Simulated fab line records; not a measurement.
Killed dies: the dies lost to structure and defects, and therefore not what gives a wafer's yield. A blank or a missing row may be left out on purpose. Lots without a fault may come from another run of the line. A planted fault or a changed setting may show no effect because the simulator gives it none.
Struck lot and sound lot, side by side	flow nand_harc	13 steps out of a route of 1302
Sound: the wafers L699.1, L699.3, L699.4. Struck: wafer L708.5; the same lot's L708.4 was not struck, so it is left out; see the end for the cause.
Each step with rows lists, per side, the tool, then ch with its chambers, then its first start. Under that, the readings that differ: sound wafers	struck wafers	difference of the means	sigmas: that difference in standard deviations of wafers without a fault.
alike: same words and numbers on both sides, and readings whose means sit less than 2 such deviations apart. not compared: any withheld reading, any reading some wafer has no value for, any bound like >300 that may hide the same value, and any number with overlapping values for which the record gives no deviation.
The two part at a step that has a row with sigmas, a row that says differs or no value, or rows on one side only. Numbers that don't overlap but have no deviation are shown without sigmas and don't part them. A reading missing from all wafers of one side parts the sides only when that side holds two or more wafers.

first, 7 steps without rows for these wafers: NHARC_A_STAIRCASE_COAT_304; NHARC_A_STAIRCASE_SOFTBAKE_305 (time 170 s); NHARC_A_STAIRCASE_EBR_306; NHARC_A_STAIRCASE_EXPOSE_307 (exposes mask CHOP 50); NHARC_A_STAIRCASE_PEB_308 (peb time 130 s); NHARC_A_STAIRCASE_DEVELOP_309 (time 140 s); NHARC_A_STAIRCASE_HARDBAKE_311 (time 140 s).
NHARC_A_STAIRCASE_DESCUM_312: chemistry O2, time 3 s.
  sound on rie_diel-04 ch 1,2,3, day 21 02:21; struck on rie_diel-04 ch 1, day 25 00:47
  alike: drypump_motor_current_A, oes_product_au, rf_vpp_V, showerhead_plenum_p_Torr, throttle_valve_pct
  not compared: rf_hours_counter_h
NHARC_A_STAIRCASE_ETCH_313: etches the open film in CF4/CHF3.
  sound on rie_diel-04 ch 0,1,2, day 21 02:26; struck on rie_diel-04 ch 3, day 25 00:53
reading	sound	struck	difference	sigmas
rf_vpp_V (V)	367.6 369.4 367.6	373.2	+5.0	+2
showerhead_plenum_p_Torr (Torr)	1.48 1.50 1.49	1.70	+0.21	+3
  alike: chf3_flow_sccm, drypump_motor_current_A, oes_product_au, throttle_valve_pct
  not compared: rf_hours_counter_h
NHARC_A_STAIRCASE_HM_OPEN_463: chemistry O2/COS.
  sound: rie_diel-04 ch 0,1,2; struck: rie_diel-04 ch 2
reading	sound	struck	difference	sigmas
throttle_valve_pct (%)	28.341 28.324 28.339	28.316	-0.019	-2
  alike: drypump_motor_current_A, oes_product_au, rf_vpp_V, showerhead_plenum_p_Torr
  not compared: rf_hours_counter_h
then, 1 step without rows for these wafers: NHARC_A_STAIRCASE_STRIP_464 (strips in O2/COS).
NHARC_A_STAIRCASE_ETCH_453: etches the open film in CF4/O2, target depth 30 nm, overetch 3 nm, time 16.5 s.
  sound on rie_diel-04 ch 0,1,2, day 21 02:53; struck on rie_diel-04 ch 1, day 25 01:19
reading	sound	struck	difference	sigmas
oes_f_703_au (a.u.)	0.997 1.000 0.990	1.005	+0.009	+2
oes_product_au (a.u.)	0.996 1.006 0.983	0.957	-0.038	-3
  alike: drypump_motor_current_A, rf_vpp_V, showerhead_plenum_p_Torr, throttle_valve_pct
  not compared: rf_hours_counter_h
NHARC_A_STAIRCASE_ETCH_315: etches the open film in C4F8/O2/Ar, target depth 2500 nm, time 607.1 s.
  sound: rie_diel-04 ch 0,2,3; struck: rie_diel-04 ch 1
reading	sound	struck	difference	sigmas
oes_product_au (a.u.)	0.907 0.913 0.942	0.945	+0.024	+2
  alike: rf_vpp_V
  not compared: rf_hours_counter_h

## WHERE THEY PART
At NHARC_A_STAIRCASE_ETCH_313 first; at NHARC_A_STAIRCASE_ETCH_315 last (within this record only).

WHY: the cause the simulator had injected
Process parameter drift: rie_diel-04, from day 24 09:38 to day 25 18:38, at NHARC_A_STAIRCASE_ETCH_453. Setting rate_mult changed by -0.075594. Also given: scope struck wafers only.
